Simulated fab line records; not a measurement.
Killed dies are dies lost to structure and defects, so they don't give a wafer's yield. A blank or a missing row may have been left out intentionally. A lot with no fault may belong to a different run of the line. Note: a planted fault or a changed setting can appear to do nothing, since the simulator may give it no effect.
Matching of chambers / flow n5Finfet / N5_FIN_CUT_CUT_ETCH_27 on rieDiel-02: 4 sister chambers
The step etches SiO2 in CHF3/O2, target depth 4 nm, overetch 2 nm, time 4.9 s. 20 wafers are shown with their chamber, then 10 later ones without.

WAFERS PAIRED WITH THEIR CHAMBERS
wafer=L077.1; chamber=0; showerheadPlenumPTorr (Torr)=2.49; drypumpMotorCurrentA (A)=5.4; throttleValvePct (%)=18.80
wafer=L077.5; chamber=2; showerheadPlenumPTorr (Torr)=2.34; drypumpMotorCurrentA (A)=5.5; throttleValvePct (%)=18.65
wafer=L077.6; chamber=3; showerheadPlenumPTorr (Torr)=2.41; drypumpMotorCurrentA (A)=5.4; throttleValvePct (%)=18.83
wafer=L082.1; chamber=2; showerheadPlenumPTorr (Torr)=2.34; drypumpMotorCurrentA (A)=5.5; throttleValvePct (%)=18.66
wafer=L082.4; chamber=1; showerheadPlenumPTorr (Torr)=2.54; drypumpMotorCurrentA (A)=6.4; throttleValvePct (%)=19.10
wafer=L082.5; chamber=0; showerheadPlenumPTorr (Torr)=2.48; drypumpMotorCurrentA (A)=5.4; throttleValvePct (%)=18.79
wafer=L084.1; chamber=1; showerheadPlenumPTorr (Torr)=2.54; drypumpMotorCurrentA (A)=6.3; throttleValvePct (%)=19.11
wafer=L084.4; chamber=0; showerheadPlenumPTorr (Torr)=2.48; drypumpMotorCurrentA (A)=5.4; throttleValvePct (%)=18.80
wafer=L084.5; chamber=1; showerheadPlenumPTorr (Torr)=2.54; drypumpMotorCurrentA (A)=6.3; throttleValvePct (%)=19.10
wafer=L085.1; chamber=2; showerheadPlenumPTorr (Torr)=2.34; drypumpMotorCurrentA (A)=5.5; throttleValvePct (%)=18.67
wafer=L085.4; chamber=0; showerheadPlenumPTorr (Torr)=2.48; drypumpMotorCurrentA (A)=5.4; throttleValvePct (%)=18.81
wafer=L085.6; chamber=2; showerheadPlenumPTorr (Torr)=2.34; drypumpMotorCurrentA (A)=5.5; throttleValvePct (%)=18.69
wafer=L086.1; chamber=3; showerheadPlenumPTorr (Torr)=2.40; drypumpMotorCurrentA (A)=5.5; throttleValvePct (%)=18.85
wafer=L086.4; chamber=0; showerheadPlenumPTorr (Torr)=2.48; drypumpMotorCurrentA (A)=5.4; throttleValvePct (%)=18.82
wafer=L086.5; chamber=2; showerheadPlenumPTorr (Torr)=2.34; drypumpMotorCurrentA (A)=5.5; throttleValvePct (%)=18.66
wafer=L088.1; chamber=2; showerheadPlenumPTorr (Torr)=2.34; drypumpMotorCurrentA (A)=5.5; throttleValvePct (%)=18.68
wafer=L088.2; chamber=3; showerheadPlenumPTorr (Torr)=2.40; drypumpMotorCurrentA (A)=5.5; throttleValvePct (%)=18.87
wafer=L088.6; chamber=1; showerheadPlenumPTorr (Torr)=2.53; drypumpMotorCurrentA (A)=6.3; throttleValvePct (%)=19.12
wafer=L091.1; chamber=3; showerheadPlenumPTorr (Torr)=2.40; drypumpMotorCurrentA (A)=5.5; throttleValvePct (%)=18.87
wafer=L091.4; chamber=2; showerheadPlenumPTorr (Torr)=2.34; drypumpMotorCurrentA (A)=5.5; throttleValvePct (%)=18.69

SIGNATURES (means of the wafers above)
reading=showerheadPlenumPTorr; chamber 0=2.4820; chamber 1=2.5375; chamber 2=2.3400; chamber 3=2.4025; scatter within a chamber=0.00379
reading=drypumpMotorCurrentA; chamber 0=5.400; chamber 1=6.325; chamber 2=5.500; chamber 3=5.475; scatter within a chamber=0.0306
reading=throttleValvePct; chamber 0=18.8040; chamber 1=19.1075; chamber 2=18.6714; chamber 3=18.8550; scatter within a chamber=0.0145
Rule: distance of a wafer from a chamber = root of the sum over the readings of ((wafer's reading minus chamber's mean) / reading's scatter) squared. The wafer belongs to the nearest chamber; if the next one is less than 2 further off, it can't be placed. The scatter is the square root of a quotient: the sum, over the shown wafers, of each reading's squared deviation from its chamber's mean, divided by wafers minus chambers.

WAFERS WITHOUT THEIR CHAMBER
wafer=L091.6; showerheadPlenumPTorr (Torr)=2.34; drypumpMotorCurrentA (A)=5.5; throttleValvePct (%)=18.69
wafer=L095.2; showerheadPlenumPTorr (Torr)=2.40; drypumpMotorCurrentA (A)=5.5; throttleValvePct (%)=18.88
wafer=L095.3; showerheadPlenumPTorr (Torr)=2.33; drypumpMotorCurrentA (A)=5.5; throttleValvePct (%)=18.69
wafer=L095.6; showerheadPlenumPTorr (Torr)=2.47; drypumpMotorCurrentA (A)=5.4; throttleValvePct (%)=18.84
wafer=L096.1; showerheadPlenumPTorr (Torr)=2.53; drypumpMotorCurrentA (A)=6.3; throttleValvePct (%)=19.14
wafer=L096.2; showerheadPlenumPTorr (Torr)=2.33; drypumpMotorCurrentA (A)=5.5; throttleValvePct (%)=18.72
wafer=L096.5; showerheadPlenumPTorr (Torr)=2.33; drypumpMotorCurrentA (A)=5.5; throttleValvePct (%)=18.72
wafer=L097.1; showerheadPlenumPTorr (Torr)=2.33; drypumpMotorCurrentA (A)=5.5; throttleValvePct (%)=18.72
wafer=L097.4; showerheadPlenumPTorr (Torr)=2.53; drypumpMotorCurrentA (A)=6.3; throttleValvePct (%)=19.15
wafer=L097.6; showerheadPlenumPTorr (Torr)=2.53; drypumpMotorCurrentA (A)=6.3; throttleValvePct (%)=19.15

EACH ONE'S CHAMBER
wafer=L091.6; from the rows above=2; in truth=2
wafer=L095.2; from the rows above=3; in truth=3
wafer=L095.3; from the rows above=2; in truth=2
wafer=L095.6; from the rows above=0; in truth=0
wafer=L096.1; from the rows above=1; in truth=1
wafer=L096.2; from the rows above=2; in truth=2
wafer=L096.5; from the rows above=2; in truth=2
wafer=L097.1; from the rows above=2; in truth=2
wafer=L097.4; from the rows above=1; in truth=1
wafer=L097.6; from the rows above=1; in truth=1
10 of 10 placed correctly. Left unplaced by these rows: 0. Wrongly placed: 0.
